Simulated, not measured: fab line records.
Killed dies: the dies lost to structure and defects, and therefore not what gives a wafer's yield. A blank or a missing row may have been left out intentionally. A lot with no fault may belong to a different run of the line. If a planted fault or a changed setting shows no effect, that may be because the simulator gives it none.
Matching of chambers || flow n5-finfet || N5_BEOL_M2_ILD_DEP_00 on pecvd-04 has 3 sister chambers
The step deposits SiOC from DEMS/O2, target thk 79 nm, time 15.3 s. 3 wafers are shown with their chamber, then 12 later ones without.

== WAFERS PAIRED WITH THEIR CHAMBERS ==
{"wafer": "L088.6", "chamber": 1, "showerhead-plenum-p-Torr (Torr)": 5.716}
{"wafer": "L091.4", "chamber": 0, "showerhead-plenum-p-Torr (Torr)": 5.668}
{"wafer": "L091.6", "chamber": 2, "showerhead-plenum-p-Torr (Torr)": 5.696}

== WAFERS WHOSE CHAMBER IS MISSING ==
{"wafer": "L090.2", "showerhead-plenum-p-Torr (Torr)": 5.706}
{"wafer": "L090.3", "showerhead-plenum-p-Torr (Torr)": 5.668}
{"wafer": "L090.4", "showerhead-plenum-p-Torr (Torr)": 5.714}
{"wafer": "L092.1", "showerhead-plenum-p-Torr (Torr)": 5.710}
{"wafer": "L092.2", "showerhead-plenum-p-Torr (Torr)": 5.674}
{"wafer": "L092.3", "showerhead-plenum-p-Torr (Torr)": 5.690}
{"wafer": "L092.4", "showerhead-plenum-p-Torr (Torr)": 5.666}
{"wafer": "L092.5", "showerhead-plenum-p-Torr (Torr)": 5.692}
{"wafer": "L092.6", "showerhead-plenum-p-Torr (Torr)": 5.693}
{"wafer": "L093.1", "showerhead-plenum-p-Torr (Torr)": 5.705}
{"wafer": "L093.2", "showerhead-plenum-p-Torr (Torr)": 5.675}
{"wafer": "L093.4", "showerhead-plenum-p-Torr (Torr)": 5.685}

== CHAMBER TAKEN BY EACH ==
{"wafer": "L090.2", "from the rows above": "can't be placed: 1 or 2", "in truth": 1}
{"wafer": "L090.3", "from the rows above": 0, "in truth": 0}
{"wafer": "L090.4", "from the rows above": 1, "in truth": 1}
{"wafer": "L092.1", "from the rows above": "can't be placed: 1 or 2", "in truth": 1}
{"wafer": "L092.2", "from the rows above": 0, "in truth": 0}
{"wafer": "L092.3", "from the rows above": 2, "in truth": 2}
{"wafer": "L092.4", "from the rows above": 0, "in truth": 0}
{"wafer": "L092.5", "from the rows above": 2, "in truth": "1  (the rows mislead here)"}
{"wafer": "L092.6", "from the rows above": 2, "in truth": 2}
{"wafer": "L093.1", "from the rows above": "can't be placed: 2 or 1", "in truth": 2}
{"wafer": "L093.2", "from the rows above": 0, "in truth": 0}
{"wafer": "L093.4", "from the rows above": "can't be placed: 2 or 0", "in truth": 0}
7 of 12 placed correctly. Cannot be placed on the basis of these rows: 4; the candidates contain the true chamber in 4. Placed wrongly: 1.
How it was worked out, from the rows above alone: a wafer's distance from a chamber is the root of the sum, over the readings, of the square of ((its reading less the chamber's mean) divided by the reading's scatter). The wafer belongs to the nearest chamber; if the next one is less than 2 further off, it can't be placed. A chamber's mean is the mean of its shown wafers. The scatter: root of mean squared gap, hidden wafer to nearest shown wafer, with one shown wafer a chamber.
